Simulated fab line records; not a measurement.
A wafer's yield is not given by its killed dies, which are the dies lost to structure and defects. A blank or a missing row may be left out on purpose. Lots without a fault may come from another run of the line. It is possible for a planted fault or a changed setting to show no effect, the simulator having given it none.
Comparing a struck lot with a sound one + flow n5_finfet + 24 steps out of a route of 1938
Sound: these wafers, L267.2, L267.5, L267.6. Struck: wafer L268.5 (left out: L268.4, L268.6 of the same lot, which were not struck); the cause appears at the end.
Per side, at each step with rows, come the tool, then ch with its chambers, and then its first start. Under that, the readings that differ: sound wafers + struck wafers + difference of the means + sigmas: that difference in standard deviations of wafers without a fault.
alike: a reading whose means differ by less than 2 such deviations, as well as words and numbers matching on both sides. not compared: withheld readings; readings where some wafer has no value; bounds like >300 that might hide an equal value; numbers whose values overlap and for which the record gives no deviation.
A row with sigmas, a row that says differs or no value, or rows on one side alone: a step with any of these is where the two part. Numbers that don't overlap but have no deviation are shown without sigmas and don't part them. A reading missing from all wafers of one side parts the sides only when that side holds two or more wafers.

first, 9 steps without rows for these wafers: N5_BEOL_M5_ANNEAL_89 (time 1800 s); N5_BEOL_M5_SPUTTER_90 (material Cu, target thk 4.5 nm, time 8.29 s); N5_BEOL_M5_ECD_50 (material Cu, target thk 300 nm); N5_BEOL_M5_ANNEAL_51 (time 90 s); N5_BEOL_M5_CMP_52 (polishes, stops on SiCOH lowk, t overpolish 6.9 s, target thk 62 nm); N5_BEOL_M5_PRE_CLEAN_77 (time 15 s); N5_BEOL_M5_CO_CAP_78 (material Co, precursor CCTBA/H2, target thk 2 nm, time 102.1 s); N5_BEOL_M5_PRE_CLEAN_55 (time 15 s); N5_BEOL_M5_DEP_56 (deposits SiCN from 3MS/NH3, target thk 8 nm, time 14 s).
N5_BEOL_M6_ILD_DEP_00: deposits SiCOH lowk from DEMS/porogen, target thk 179.75 nm, time 33.4 s.
  sound on pecvd-03 ch 0,1, day 11 15:21; struck on pecvd-01 ch 0, day 11 21:05
  alike: heater_power_w, showerhead_plenum_p_Torr, throttle_valve_pct
then, 11 steps without rows for these wafers: N5_BEOL_M6_CURE_74 (cures SiCOH lowk, time 240 s); N5_BEOL_M6_PECVD_70 (deposits SiO2 from TEOS/O2, target thk 20 nm, time 22.7 s); N5_BEOL_M6_HM_DEP_02 (deposits TiN, target thk 20 nm); N5_BEOL_M6_COAT_59 (time 60 s, resist thk 100 nm); N5_BEOL_M6_COAT_60 (time 60 s, resist thk 35 nm); N5_BEOL_M6_COAT_05 (resist thk 90 nm); N5_BEOL_M6_EBR_07; N5_BEOL_M6_SOFTBAKE_06 (time 60 s); N5_BEOL_M6_EXPOSE_08 (exposes mask M6); N5_BEOL_M6_PEB_09 (peb time 60 s); N5_BEOL_M6_DEVELOP_10 (develop time 30 s).
N5_BEOL_M6_INSPECT_13: inspects for defects (brightfield).
  sound on defect_inspect-02 at day 11 18:34; struck on defect_inspect-02 at day 11 22:49
| reading          | sound       | struck | difference | sigmas |
|------------------|-------------|--------|------------|--------|
| raw_defect_count | 370 294 294 | 1266   | +947       | +11    |
then, 1 step without rows for these wafers: N5_BEOL_M6_DESCUM_16 (chemistry O2, time 7.9 s).
-- here the record skips 3 days between the struck wafers' starts before and after, leaving off in module BEOL_M6 and picking up in module PASSIVATION (first step shown: number 1936 of the route) --
N5_PASSIVATION_PROBE_49:
  sound on prober-01 at day 15 10:40; struck on prober-02 at day 15 10:25
| reading                  | sound          | struck | difference | sigmas |
|--------------------------|----------------|--------|------------|--------|
| defect_limited_yield (%) | 92.3 89.5 91.1 | 82.4   | -8.6       | -6     |
| killed_at_M4_up          | 12 17 13       | 137    | +123       | +27    |
| killed_dies              | 91 124 105     | 208    | +101       | +6     |
| sort_bin_5_function (%)  | 4.7 5.7 5.3    | 10.8   | +5.6       | +6     |
| sort_n_pass              | 1089 1056 1075 | 972    | -101       | -6     |
| sort_yield_pct (%)       | 92.3 89.5 91.1 | 82.4   | -8.6       | -6     |
  alike: killed_at_M0_to_M3, killed_at_contacts, killed_at_front_end, killed_at_other, killed_open, killed_short, sort_bin_6_memory

WHERE THEY PART
Earliest at N5_BEOL_M6_INSPECT_13; latest, in this record, at N5_PASSIVATION_PROBE_49.

WHY: what the simulator had put in
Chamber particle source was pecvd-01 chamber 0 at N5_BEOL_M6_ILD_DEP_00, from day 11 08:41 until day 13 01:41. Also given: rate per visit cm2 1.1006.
